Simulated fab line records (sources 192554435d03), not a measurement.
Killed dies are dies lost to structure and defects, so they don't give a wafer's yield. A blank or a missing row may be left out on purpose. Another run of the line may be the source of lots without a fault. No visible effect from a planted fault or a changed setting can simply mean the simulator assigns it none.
Chamber matching | flow n5 finfet | N5_MOL_CONTACT_COAG_CMP_52 on cmp-03: 4 sister chambers
The step polishes, stops on SiO2, t overpolish 1.5 s, target thk 66.5 nm. 8 wafers are shown with their chamber, then 6 later ones without.

## WAFERS PAIRED WITH THEIR CHAMBERS
wafer  | chamber | motor current A (A) | time to endpoint s (s)
L078.3 | 3       | 13.9                | 11.6
L079.4 | 0       | 11.9                | 12.1
L082.1 | 1       | 13.2                | 11.0
L082.3 | 3       | 13.3                | 10.6
L082.4 | 2       | 11.1                | 12.0
L084.1 | 1       | 12.7                | 11.3
L084.3 | 0       | 12.0                | 14.6
L084.4 | 2       | 12.1                | 14.0

## WAFERS WHOSE CHAMBER IS MISSING
wafer  | motor current A (A) | time to endpoint s (s)
L086.1 | 11.6                | 14.3
L086.2 | 11.1                | 18.1
L087.3 | 13.6                | 9.4
L092.1 | 11.8                | 14.1
L092.2 | 11.6                | 14.6
L096.1 | 11.2                | 11.9

## THE CHAMBER EACH PASSED THROUGH
wafer  | from the rows above     | in truth
L086.1 | can't be placed: 2 or 0 | 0
L086.2 | can't be placed: 0 or 2 | 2
L087.3 | can't be placed: 3 or 1 | 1
L092.1 | can't be placed: 0 or 2 | 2
L092.2 | can't be placed: 0 or 2 | 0
L096.1 | can't be placed: 2 or 0 | 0
Placed correctly: 0 of 6. Not placeable from these rows: 6 (in 6, the candidates include the true chamber). Number placed wrongly: 0.
How it was worked out, from the rows above alone: a wafer's distance from a chamber is the root of the sum, over the readings, of the square of ((its reading less the chamber's mean) divided by the reading's scatter). The wafer belongs to the nearest chamber; if the next one is less than 2 further off, it can't be placed. For every chamber, the mean is computed from those of its wafers that are shown. The scatter is the square root of a quotient: the sum, over the shown wafers, of each reading's squared deviation from its chamber's mean, divided by wafers minus chambers.
